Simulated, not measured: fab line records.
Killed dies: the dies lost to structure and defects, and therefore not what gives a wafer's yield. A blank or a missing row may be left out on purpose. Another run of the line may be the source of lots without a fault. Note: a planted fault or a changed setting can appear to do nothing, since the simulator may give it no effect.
fab line records -- flow n5-finfet
record: lots: 6, wafers: 16, last-day: 17
route steps=1938 shown TV_LITHO@1875 TV_OPEN@1887
lots that met no fault: from a run of the same line without faults
start-h: hours from the record's opening day to when the first of the lot's shown wafers began -- wait-h: hours from the lot's prior step to this one -- " same as the row above -- L1.1+2: several wafers, shown together as one row -- - no value present, or no start provided -- * or withheld: withheld -- < > ~ a bound
route shown NAME@n: NAME is a module with steps in the file, n the number in the route of the first one -- usual: mean/standard deviation taken from wafers without a fault -- same: alike in all rows -- chamber/n: place in a boat -- sites: per-site readings -- _std_site: the standard deviation of these -- _edge_site: the outer-site mean with the inner-site mean subtracted -- radius-mm: how far each site lies from the wafer's centre -- mask NAME#n: copy n -- behind: the tool/chamber that last shaped the wafer -- hold: cause of the lot's hold/its duration in hours/its outcome -- device: transistor that didn't switch, given as n, p or np -- end of line: the tests these same wafers got at the end of their route -- where a step has no rows: the recipe by itself -- killed: dies lost to structure and defects at the first sort, not the wafer's yield -- map: the dies of a wafer, with x for killed, . for not killed, _ for no die there
set.NAME: the setting as run; set.NAME@STEP: as run at that earlier step -- model.NAME: the simulator's own value behind a step, which no gauge read
a table for each step, a row for each wafer; lots at some steps of the route
services: from which hour (start-h, from the record's first day; less than 0 if before it) a tool's chamber was out of use, for how many hours, and why
== steps ==
step: N5_PASSIVATION_HMDS_03
recipe: time-s: 60, temp-c: 120
step: N5_PASSIVATION_COAT_04
recipe: spin-rpm: *, resist-thk-nm: *
step: N5_PASSIVATION_EBR_06
recipe: solvent: PGMEA, ebr-width-mm: 1.5
step: N5_PASSIVATION_SOFTBAKE_05
recipe: temp-c: 100, time-s: 90
step: N5_PASSIVATION_EXPOSE_07
recipe: mask-id: TV, na: 0.55, source-shape: conventional, sigma-outer: 0.8, polarization: unpolarized, defocus-nm: 0, target-cd-nm: 3000, dose-mj: 22.75
step: N5_PASSIVATION_PEB_08
recipe: peb-temp-c: withheld, peb-time-s: *
step: N5_PASSIVATION_DEVELOP_09
recipe: develop-time-s: 60, rinse-liquid: diw, dry: air-spin, dev-temp-c: 21
step: N5_PASSIVATION_HARDBAKE_11
recipe: temp-c: 130, time-s: 120
step: N5_PASSIVATION_CD_MEAS_10
recipe: target-cd-nm: 3000, landing-energy-ev: 500, detector: se-inlens
usual: cd-nm: 2999.5/2.2
lot.wafer,tool,chamber,start-h,wait-h,cd-nm
L461.2,cd-sem-02,0,276.05,-,3002.0
L461.5,cd-sem-02,0,276.05,-,2998.1
L461.6,cd-sem-02,0,276.05,-,3000.6
L466.1,cd-sem-01,0,300.99,-,3000.0
L466.2,cd-sem-01,0,300.99,-,2999.1
L466.6,cd-sem-01,0,300.99,-,2995.8
L475.2,cd-sem-03,0,352.29,-,2993.8
L475.6,cd-sem-03,0,352.29,-,2995.1
L472.2,cd-sem-03,0,360.81,-,3000.7
L472.5,cd-sem-03,0,360.81,-,2997.2
L472.6,cd-sem-03,0,360.81,-,3000.9
L474.2,cd-sem-01,0,367.33,-,3001.9
L474.4,cd-sem-01,0,367.33,-,3000.8
L483.1,cd-sem-01,0,407.37,-,3002.5
L483.2,cd-sem-01,0,407.37,-,2996.5
L483.5,cd-sem-01,0,407.37,-,3002.1
step: N5_PASSIVATION_OVL_MEAS_60
recipe: points-per-wafer: 44
usual: TV_OVL: -6/5
lot.wafer,tool,chamber,start-h,wait-h,TV_OVL[nm]
L461.2,overlay-02,0,276.08,0.0,-1
L461.5,overlay-02,0,276.08,0.0,-7
L461.6,overlay-02,0,276.08,0.0,-9
L466.1,overlay-01,0,301.02,0.0,-13
L466.2,overlay-01,0,301.02,0.0,-15
L466.6,overlay-01,0,301.02,0.0,-11
L475.2,overlay-01,0,352.32,0.0,-11
L475.6,overlay-01,0,352.32,0.0,-12
L472.2,overlay-02,0,360.84,0.0,-9
L472.5,overlay-02,0,360.84,0.0,-1
L472.6,overlay-02,0,360.84,0.0,-7
L474.2,overlay-01,0,367.36,0.0,-10
L474.4,overlay-01,0,367.36,0.0,-15
L483.1,overlay-02,0,407.40,0.0,-8
L483.2,overlay-02,0,407.40,0.0,-3
L483.5,overlay-02,0,407.40,0.0,-6
step: N5_PASSIVATION_INSPECT_61
recipe: mode: adi, inspect-instrument: macro
usual: raw-defect-count: 2.2/1.4
lot.wafer,tool,chamber,start-h,wait-h,raw-defect-count
L461.2,defect-inspect-02,-,276.10,0.0,2
L461.5,defect-inspect-02,-,276.10,0.0,2
L461.6,defect-inspect-02,-,276.10,0.0,2
L466.1,defect-inspect-02,-,301.05,0.0,0
L466.2,defect-inspect-02,-,301.05,0.0,1
L466.6,defect-inspect-02,-,301.05,0.0,3
L475.2,defect-inspect-02,-,352.34,0.0,1
L475.6,defect-inspect-02,-,352.34,0.0,1
L472.2,defect-inspect-01,-,360.86,0.0,3
L472.5,defect-inspect-01,-,360.86,0.0,3
L472.6,defect-inspect-01,-,360.86,0.0,0
L474.2,defect-inspect-01,-,367.38,0.0,4
L474.4,defect-inspect-01,-,367.38,0.0,0
L483.1,defect-inspect-01,-,407.43,0.0,4
L483.2,defect-inspect-01,-,407.43,0.0,1
L483.5,defect-inspect-01,-,407.43,0.0,3
step: N5_PASSIVATION_DESCUM_12
recipe: chemistry: O2, time-s: 7.9, source-power-w: 50, bias-power-w: 20, pressure-mtorr: 20, rf-frequency-hz: 2.712e+07, temp-c: 40, o2-flow-sccm: 225
usual: chamber-pressure-mTorr: 20.000/0.018, drypump-motor-current-A: 5.5/0.49, oes-product-au: 0.74/0.064, rf-vpp-V: 243.4/1.6, showerhead-plenum-p-Torr: 2.10/0.088, throttle-valve-pct: 20.55/0.24
lot.wafer,tool,chamber,start-h,wait-h,chamber-pressure-mTorr,drypump-motor-current-A,oes-product-au,rf-hours-counter-h,rf-vpp-V,showerhead-plenum-p-Torr,throttle-valve-pct
L461.2,rie-diel-02,3,276.32,0.2,19.983,5.6,0.82,84,245.6,2.19,20.32
L461.5,rie-diel-02,2,276.32,0.2,19.992,6.1,0.75,-,241.4,1.93,20.82
L461.6,rie-diel-02,1,276.32,0.2,19.991,4.9,0.67,-,239.7,1.98,20.13
L466.1,rie-diel-03,3,301.23,0.2,20.010,5.8,0.74,143,244.2,2.18,20.54
L466.2,rie-diel-03,0,301.23,0.2,20.023,5.3,0.72,211,242.8,2.07,20.72
L466.6,rie-diel-03,0,301.23,0.2,19.973,5.3,0.72,-,243.3,2.07,20.69
L475.2,rie-diel-03,3,353.36,1.0,20.004,5.8,0.72,158,242.9,2.17,20.56
L475.6,rie-diel-03,0,353.36,1.0,19.988,5.3,0.70,-,242.9,2.06,20.74
L472.2,rie-diel-01,1,361.28,0.4,19.989,5.8,0.80,88,245.8,2.21,20.74
L472.5,rie-diel-01,0,361.28,0.4,19.992,6.2,0.67,-,244.4,2.15,20.63
L472.6,rie-diel-01,3,361.28,0.4,19.997,5.2,0.73,-,243.1,2.07,20.69
L474.2,rie-diel-03,3,367.41,0.0,19.996,5.9,0.72,163,244.9,2.17,20.58
L474.4,rie-diel-03,0,367.41,0.0,20.005,5.3,0.69,236,242.8,2.06,20.76
L483.1,rie-diel-02,2,407.60,0.2,20.003,6.0,0.73,185,240.7,1.91,20.90
L483.2,rie-diel-02,0,407.60,0.2,20.001,5.3,0.68,244,244.4,2.05,20.70
L483.5,rie-diel-02,2,407.60,0.2,20.005,6.1,0.72,-,239.8,1.91,20.89
step: N5_PASSIVATION_PASS_ETCH_74
recipe: chemistry: CF4/O2, target: SiNx, target-depth-a: 2200, time-s: 110, ion-energy-ev: 100, pressure-mtorr: 40, source-w: 535, bias-w: 49, Ar_flow_sccm: 100, cf4-flow-sccm: 100, O2_flow_sccm: 10
usual: chamber-pressure-mTorr: 39.99/0.036, drypump-motor-current-A: 5.5/0.49, oes_ar_750_au: 0.75/0.064, oes-product-au: 0.74/0.067, rf-vpp-V: 240/4.8, showerhead-plenum-p-Torr: 2.22/0.087, throttle-valve-pct: 16.15/0.23
lot.wafer,tool,chamber,start-h,wait-h,chamber-pressure-mTorr,drypump-motor-current-A,oes_ar_750_au,oes-product-au,rf-hours-counter-h,rf-vpp-V,showerhead-plenum-p-Torr,throttle-valve-pct,model.etch.depth-nm,model.coat_of_PASSIVATION_COAT_04.thk-nm,model.TV_OPEN.cd-offset-nm
L461.2,rie-diel-02,3,276.39,0.0,40.07,5.6,0.83,0.82,84,240,2.32,15.98,218,*,0.4
L461.5,rie-diel-02,2,276.39,0.0,39.94,6.0,0.75,0.75,-,238,2.04,16.31,220.8,*,-0.4
L461.6,rie-diel-02,1,276.39,0.0,40.04,4.9,0.71,0.68,-,241,2.09,15.78,212.3,*,0
L466.1,rie-diel-03,3,301.30,0.0,40.02,5.8,0.73,0.74,143,246,2.29,16.09,214.2,*,0
L466.2,rie-diel-03,0,301.30,0.0,40.03,5.3,0.72,0.72,211,235,2.19,16.41,219.3,*,0
L466.6,rie-diel-03,0,301.30,0.0,40.02,5.3,0.72,0.71,-,233,2.19,16.41,220,*,0
L475.2,rie-diel-03,3,353.42,0.0,39.96,5.9,0.73,0.95,158,247,2.28,16.20,325.9,*,-4.8
L475.6,rie-diel-03,0,353.42,0.0,39.98,5.3,0.70,0.70,-,235,2.19,16.44,218.4,*,0.4
L472.2,rie-diel-01,1,361.35,0.0,40.00,5.8,0.79,0.79,88,240,2.31,16.18,213.9,*,0.4
L472.5,rie-diel-01,0,361.35,0.0,40.05,6.2,0.67,0.67,-,241,2.27,16.23,211.2,*,0.2
L472.6,rie-diel-01,3,361.35,0.0,39.99,5.2,0.75,0.74,-,237,2.18,16.30,229.2,*,-0.4
L474.2,rie-diel-03,3,367.48,0.0,40.03,5.8,0.72,0.95,163,247,2.28,16.19,328,*,-4.2
L474.4,rie-diel-03,0,367.48,0.0,40.03,5.3,0.70,0.94,236,233,2.18,16.53,338.9,*,-5
L483.1,rie-diel-02,2,407.66,0.0,40.09,6.1,0.72,0.72,185,240,2.02,16.41,218.6,*,-0.4
L483.2,rie-diel-02,0,407.66,0.0,39.96,5.3,0.70,0.68,244,239,2.17,16.33,214.3,*,0.8
L483.5,rie-diel-02,2,407.66,0.0,39.96,6.1,0.72,0.71,-,239,2.03,16.42,218.8,*,0
step: N5_PASSIVATION_VIA_ETCH_13
recipe: chemistry: CHF3/O2, target: SiO2, target-depth-a: 6600, CHF3_flow_sccm: 50, O2_flow_sccm: 5, Ar_flow_sccm: 200, time-s: 330, mask-material: PR, pressure-mtorr: 30, source-w: 650, bias-w: 170, ion-energy-ev: 200, ends: cleared
usual: chamber-pressure-mTorr: 30.002/0.03, drypump-motor-current-A: 5.5/0.49, etch-rf-on-time-s: 236/4.1, oes_ar_750_au: 0.74/0.062, oes-product-au: 0.67/0.059, rf-vpp-V: 521/10, showerhead-plenum-p-Torr: 2.43/0.097, throttle-valve-pct: 19.07/0.22
lot.wafer,tool,chamber,start-h,wait-h,chamber-pressure-mTorr,drypump-motor-current-A,etch-rf-on-time-s,oes_ar_750_au,oes-product-au,rf-hours-counter-h,rf-vpp-V,showerhead-plenum-p-Torr,throttle-valve-pct,model.coat_of_PASSIVATION_COAT_04.thk-nm
L461.2,rie-diel-02,3,276.48,0.0,30.043,5.6,233,0.83,0.74,84,524,2.55,18.95,*
L461.5,rie-diel-02,2,276.48,0.0,30.004,6.1,233,0.75,0.67,-,522,2.23,19.27,*
L461.6,rie-diel-02,1,276.48,0.0,30.014,4.9,241,0.70,0.62,-,523,2.30,18.69,*
L466.1,rie-diel-03,3,301.39,0.0,30.044,5.8,238,0.73,0.67,143,537,2.50,18.98,*
L466.2,rie-diel-03,0,301.39,0.0,30.012,5.3,234,0.72,0.65,211,508,2.39,19.25,*
L466.6,rie-diel-03,0,301.39,0.0,29.991,5.3,236,0.73,0.64,-,509,2.39,19.26,*
L475.2,rie-diel-03,3,353.52,0.0,29.953,5.8,242,0.72,0.66,158,536,2.50,19.01,*
L475.6,rie-diel-03,0,353.52,0.0,30.031,5.3,238,0.70,0.63,-,507,2.38,19.30,*
L472.2,rie-diel-01,1,361.44,0.0,30.091,5.8,237,0.79,0.71,88,527,2.52,19.07,*
L472.5,rie-diel-01,0,361.44,0.0,30.028,6.2,241,0.68,0.61,-,521,2.47,19.04,*
L472.6,rie-diel-01,3,361.44,0.0,30.027,5.2,235,0.73,0.66,-,516,2.40,19.26,*
L474.2,rie-diel-03,3,367.57,0.0,30.003,5.8,237,0.72,0.65,163,537,2.49,19.03,*
L474.4,rie-diel-03,0,367.57,0.0,30.042,5.3,241,0.71,0.63,237,507,2.38,19.32,*
L483.1,rie-diel-02,2,407.76,0.0,29.988,6.1,235,0.71,0.65,185,522,2.21,19.32,*
L483.2,rie-diel-02,0,407.76,0.0,30.044,5.3,241,0.69,0.61,244,522,2.39,19.34,*
L483.5,rie-diel-02,2,407.76,0.0,29.987,6.1,235,0.71,0.65,-,521,2.21,19.33,*
step: N5_PASSIVATION_STRIP_14
recipe: chemistry: O2, power-w: 600, temp-c: 60, pressure-mtorr: 30, rf-frequency-hz: 6e+07, bias-power-w: 0, overash-fraction: 0.5, o2-flow-sccm: 225
usual: chamber-pressure-mTorr: 30.00/0.052, drypump-motor-current-A: 5.5/0.49, oes-product-au: 0.74/0.065, rf-vpp-V: 3.7/0.88, showerhead-plenum-p-Torr: 2.11/0.088, throttle-valve-pct: 16.81/0.24
lot.wafer,tool,chamber,start-h,wait-h,chamber-pressure-mTorr,drypump-motor-current-A,oes-product-au,rf-hours-counter-h,rf-vpp-V,showerhead-plenum-p-Torr,throttle-valve-pct
L461.2,rie-diel-02,3,276.68,0.1,29.97,5.7,0.82,84,3.6,2.19,16.58
L461.5,rie-diel-02,2,276.68,0.1,29.90,6.1,0.75,-,3.2,1.93,17.02
L461.6,rie-diel-02,1,276.68,0.1,30.10,4.9,0.66,-,5.4,1.98,16.45
L466.1,rie-diel-03,3,301.59,0.1,30.00,5.9,0.74,143,3.3,2.18,16.78
L466.2,rie-diel-03,0,301.59,0.1,29.97,5.3,0.70,211,3.7,2.07,17.03
L466.6,rie-diel-03,0,301.59,0.1,30.01,5.3,0.71,-,4.7,2.07,17.00
L475.2,rie-diel-03,3,353.71,0.1,30.04,5.9,0.72,158,4.2,2.18,16.80
L475.6,rie-diel-03,0,353.71,0.1,30.07,5.3,0.70,-,3.5,2.07,17.04
L472.2,rie-diel-01,1,361.64,0.1,29.92,5.8,0.80,88,3.7,2.21,16.91
L472.5,rie-diel-01,0,361.64,0.1,30.02,6.2,0.68,-,4.9,2.16,16.92
L472.6,rie-diel-01,3,361.64,0.1,30.01,5.2,0.73,-,3.4,2.07,16.95
L474.2,rie-diel-03,3,367.77,0.1,30.00,5.8,0.73,163,3.8,2.17,16.82
L474.4,rie-diel-03,0,367.77,0.1,30.02,5.3,0.70,237,4.0,2.06,17.08
L483.1,rie-diel-02,2,407.95,0.1,29.96,6.1,0.73,185,5.2,1.92,17.12
L483.2,rie-diel-02,0,407.95,0.1,29.99,5.3,0.68,244,2.5,2.05,16.99
L483.5,rie-diel-02,2,407.95,0.1,29.89,6.1,0.72,-,2.9,1.92,17.14
step: N5_PASSIVATION_ETCH_15
recipe: chemistry: CF4/N2, target: SiCN, target-depth-a: 750, taper-deg: 2, time-s: 81.2, ion-energy-ev: 150, mask-material: SiNx, pressure-mtorr: 40, source-w: 430, bias-w: 70, Ar_flow_sccm: 100, cf4-flow-sccm: 60, n2-flow-sccm: 60
usual: chamber-pressure-mTorr: 40.00/0.036, drypump-motor-current-A: 5.5/0.49, oes-product-au: 0.74/0.066, rf-vpp-V: 382.6/2.4, showerhead-plenum-p-Torr: 2.22/0.089, throttle-valve-pct: 15.61/0.23
lot.wafer,tool,chamber,start-h,wait-h,chamber-pressure-mTorr,drypump-motor-current-A,oes-product-au,rf-hours-counter-h,rf-vpp-V,showerhead-plenum-p-Torr,throttle-valve-pct,model.TV_OPEN.cd-offset-nm
L461.2,rie-diel-02,3,-,-,39.99,5.6,0.82,84,385.1,2.32,15.41,2.4
L461.5,rie-diel-02,2,-,-,40.03,6.0,0.75,-,378.6,2.04,15.76,1.6
L461.6,rie-diel-02,1,-,-,39.99,4.9,0.68,-,379.4,2.09,15.27,2.2
L466.1,rie-diel-03,3,-,-,40.01,5.8,0.74,143,384.0,2.30,15.58,2.6
L466.2,rie-diel-03,0,-,-,39.98,5.3,0.72,211,382.1,2.19,15.85,1.8
L466.6,rie-diel-03,0,-,-,39.96,5.3,0.72,-,382.3,2.19,15.84,2.4
L475.2,rie-diel-03,3,-,-,40.00,5.8,0.72,158,383.2,2.29,15.59,-2.4
L475.6,rie-diel-03,0,-,-,39.96,5.3,0.71,-,381.0,2.18,15.89,2.2
L472.2,rie-diel-01,1,-,-,39.94,5.8,0.80,88,384.9,2.31,15.64,2.6
L472.5,rie-diel-01,0,-,-,39.98,6.2,0.68,-,384.1,2.27,15.71,2
L472.6,rie-diel-01,3,-,-,40.00,5.2,0.74,-,381.6,2.19,15.76,1.8
L474.2,rie-diel-03,3,-,-,40.02,5.8,0.72,163,385.7,2.29,15.61,-2
L474.4,rie-diel-03,0,-,-,39.99,5.3,0.70,237,381.6,2.18,15.88,-3.4
L483.1,rie-diel-02,2,-,-,39.99,6.1,0.71,185,378.7,2.02,15.84,1.6
L483.2,rie-diel-02,0,-,-,40.02,5.3,0.69,244,380.5,2.18,15.85,2.8
L483.5,rie-diel-02,2,-,-,40.06,6.1,0.71,-,375.5,2.02,15.85,1.8
step: N5_PASSIVATION_STRIP_73
recipe: chemistry: post-etch-residue-remover, time-s: 60, temp-c: 25, remover-ph: withheld, remover-water-wt-pct: withheld, remover-fluoride-wt-pct: withheld
== services ==
tool,chamber,start-h,hours,kind
rie-diel-02,2,286.38,3.2,repair
rie-diel-03,3,322.36,15.4,repair
rie-diel-02,1,334.87,-,clean
rie-diel-02,1,334.87,-,consumable-replace:focus-ring
rie-diel-02,1,334.87,-,consumable-replace:showerhead
rie-diel-02,1,334.87,27.6,scheduled-down
rie-diel-02,1,334.87,27.6,vent-cycle
rie-diel-03,1,337.77,14.5,repair
rie-diel-01,-,341.60,14.6,pm
rie-diel-03,0,382.92,3.2,repair
rie-diel-03,2,389.57,5.6,repair
rie-diel-01,0,407.77,-,clean
== key ==
first-sign: step: N5_PASSIVATION_PASS_ETCH_74, reading: oes-product-au, direction: up, sigmas: 3.1, usual: 0.74, struck: 0.95
effect none on later readings
model-effect: step: N5_PASSIVATION_PASS_ETCH_74, value: etch.depth-nm, without: 216.7, struck: 330.9
model-effect: step: N5_PASSIVATION_VIA_ETCH_13, value: coat_of_PASSIVATION_COAT_04.thk-nm, without: *, struck: *
model-effect: step: N5_PASSIVATION_ETCH_15, value: TV_OPEN.cd-offset-nm, without: 2.467, struck: -2.6
met-at N5_PASSIVATION_PASS_ETCH_74
struck-wafers L474.2,L474.4,L475.2
onset-between 301.30 353.42
fault: kind: process-parameter-drift, tool: rie-diel-03, chamber: -, onset-h: 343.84, steps: N5_PASSIVATION_PASS_ETCH_74, channel: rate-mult, offset: 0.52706, shape: step, end-h: 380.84, scope: struck-wafers-only
